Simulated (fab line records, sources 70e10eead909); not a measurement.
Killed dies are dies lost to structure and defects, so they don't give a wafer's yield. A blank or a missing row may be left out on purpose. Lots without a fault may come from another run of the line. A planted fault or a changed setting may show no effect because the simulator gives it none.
A struck lot beside a sound one | flow nand_harc | 41 steps out of a route of 1159
Sound: wafers L150.1, L150.2, L150.6. Struck: wafers L165.3, L165.5. (L165.1 of the same lot was not struck and is left out.) The cause comes at the end.
At each step with rows: each side's tool, then ch and its chambers, then its first start. Under that, the readings that differ: sound wafers | struck wafers | difference of the means | sigmas: that difference in standard deviations of wafers without a fault.
alike: readings whose means differ by less than 2 such deviations, and words and numbers that are the same on both sides. not compared: withheld readings, readings that some wafer has no value for, bounds like >300 that may hide the same value, and numbers for which the record gives no deviation and whose values overlap.
The two part at a step that has a row with sigmas, a row that says differs or no value, or rows on one side only. Numbers that don't overlap but have no deviation are shown without sigmas and don't part them. A reading that every wafer of one side lacks parts them only if that side has two wafers or more.

NHARC_P_M0_CD_MEAS_09: target cd 90 nm.
  sound on cd_sem-03 ch 0, day 5 23:16; struck on cd_sem-02 ch 0, day 10 02:35
  alike: cd_nm
NHARC_P_M0_OVL_MEAS_10: pitch 180 nm.
  sound on overlay-02, day 5 23:22; struck on overlay-02, day 10 02:41
  alike: overlay_x_nm, overlay_y_nm
NHARC_P_M0_INSPECT_11:
  sound on defect_inspect-01, day 5 23:23; struck on defect_inspect-02, day 10 02:43
  alike: raw_defect_count
NHARC_P_M0_DESCUM_14: chemistry O2, time 3 s.
  sound on rie_diel-09 ch 2,3, day 5 23:29; struck on rie_diel-10 ch 0,1, day 10 02:46
  reading                     | sound       | struck  | difference | sigmas
  drypump_motor_current_A (A) | 5.9 6.2 5.9 | 5.3 5.3 | -0.7       | -2
  alike: chamber_pressure_mTorr, oes_product_au, rf_vpp_V, showerhead_plenum_p_Torr, throttle_valve_pct
  not compared: rf_hours_counter_h
then, 1 step without rows for these wafers: NHARC_P_M0_ETCH_34 (etches the open film in N2/H2, target depth 40 nm, overetch 12 nm, time 43.94 s).
NHARC_P_M0_ETCH_15: etches the open film in C4F8/Ar, target depth 150 nm, overetch 15 nm, time 82.5 s.
  sound on rie_diel-09 ch 1,2; struck on rie_diel-10 ch 0,1
  reading      | sound             | struck      | difference | sigmas
  rf_vpp_V (V) | 440.2 438.7 439.5 | 444.9 445.5 | +5.7       | +2
  alike: bias_w, chamber_pressure_mTorr, oes_product_au
  not compared: rf_hours_counter_h
NHARC_P_M0_CD_MEAS_16:
  sound on cd_sem-03, day 5 23:46; struck on cd_sem-01, day 10 03:07
  reading    | sound          | struck    | difference | sigmas
  cd_nm (nm) | 91.4 91.2 91.2 | 89.0 90.0 | -1.8       | -2
then, 2 steps without rows for these wafers: NHARC_P_M0_STRIP_18 (strips in N2/H2); NHARC_P_M0_STRIP_19 (strips in post etch residue remover, time 600 s).
NHARC_P_M0_DEGAS_28: time 60 s.
  sound on pvd_sputter-02, day 6 00:24; struck on pvd_sputter-03, day 10 03:45
  alike: heater_power_w
then, 2 steps without rows for these wafers: NHARC_P_M0_PRE_CLEAN_29 (time 30 s); NHARC_P_M0_PVD_20 (deposits TaN, target thk 5 nm, time 8.06 s).
NHARC_P_M0_PVD_21: deposits Cu, target thk 30 nm, time 20.49 s.
  sound on pvd_sputter-02, day 6 00:37; struck on pvd_sputter-03, day 10 03:59
  alike: throttle_valve_pct
then, 1 step without rows for these wafers: NHARC_P_M0_ECD_22 (material Cu, target thk 400 nm).
NHARC_P_M0_ANNEAL_30: time 90 s.
  sound on rtp_anneal-01 ch 0, day 6 01:08; struck on rtp_anneal-02 ch 0, day 10 04:38
  alike: anneal_temp_c, wafer_temp_C_max
then, 2 steps without rows for these wafers: NHARC_P_M0_CMP_23 (polishes, t overpolish 20 s, target thk 117.53 nm); NHARC_P_M0_SRD_25.
NHARC_P_M0_INSPECT_27:
  sound on defect_inspect-01, day 6 01:56; struck on defect_inspect-01, day 10 05:27
  alike: raw_defect_count
then, 12 steps without rows for these wafers: NHARC_P_M0_PRE_CLEAN_31 (time 12 s); NHARC_P_M0_DEP_32 (deposits SiCN, target thk 30 nm); NHARC_P_M1_DEP_00 (deposits SiOC, target thk 182.5 nm); NHARC_P_M1_DEHYDRATE_01 (time 120 s); NHARC_P_M1_HMDS_02 (time 30 s); NHARC_P_M1_COAT_34 (time 65 s); NHARC_P_M1_COAT_03 (resist thk 90 nm); NHARC_P_M1_SOFTBAKE_04 (time 55 s); NHARC_P_M1_EBR_05; NHARC_P_M1_EXPOSE_06 (exposes mask P M1, target cd 130 nm); NHARC_P_M1_PEB_07 (peb time 65 s); NHARC_P_M1_DEVELOP_08 (develop time 35 s).
NHARC_P_M1_CD_MEAS_09: target cd 130 nm.
  the record has rows for the sound wafers here (cd_sem-03 ch 0, day 6 03:19) and none for the struck ones
NHARC_P_M1_OVL_MEAS_10: pitch 260 nm.
  the record has rows for the sound wafers here (overlay-02, day 6 03:25) and none for the struck ones
NHARC_P_M1_INSPECT_11:
  the record has rows for the sound wafers here (defect_inspect-02, day 6 03:26) and none for the struck ones
then, 3 steps without rows for these wafers: NHARC_P_M1_DESCUM_14 (chemistry O2, time 3 s); NHARC_P_M1_ETCH_35 (etches the open film in N2/H2, target depth 40 nm, overetch 12 nm, time 43.94 s); NHARC_P_M1_ETCH_15 (etches the open film in C4F8/Ar, target depth 182.5 nm, time 91.2 s).
NHARC_P_M1_CD_MEAS_16:
  the record has rows for the sound wafers here (cd_sem-03, day 6 03:49) and none for the struck ones
then, 1 step without rows for these wafers: NHARC_P_M1_STRIP_18 (strips in N2/H2).
NHARC_P_M1_ETCH_28: etches the open film in CF4/N2, target depth 30 nm, time 72.99 s.
  the record has rows for the sound wafers here (rie_diel-12 ch 1,2,3) and none for the struck ones
then, 1 step without rows for these wafers: NHARC_P_M1_STRIP_19 (strips in post etch residue remover, time 600 s).
-- the record jumps here: 14 days lie between the struck wafers' starts before and after (it left off in module P_M1 and takes up again in module END, whose first step shown is number 1159 of the route) --
NHARC_END_SORT_01:
  the record has rows for the struck wafers here (prober-01 ch 0, day 23 21:16) and none for the sound ones

WHERE THEY PART
First at NHARC_P_M0_DESCUM_14; last, within this record, at NHARC_END_SORT_01.

WHY: what the simulator had put in
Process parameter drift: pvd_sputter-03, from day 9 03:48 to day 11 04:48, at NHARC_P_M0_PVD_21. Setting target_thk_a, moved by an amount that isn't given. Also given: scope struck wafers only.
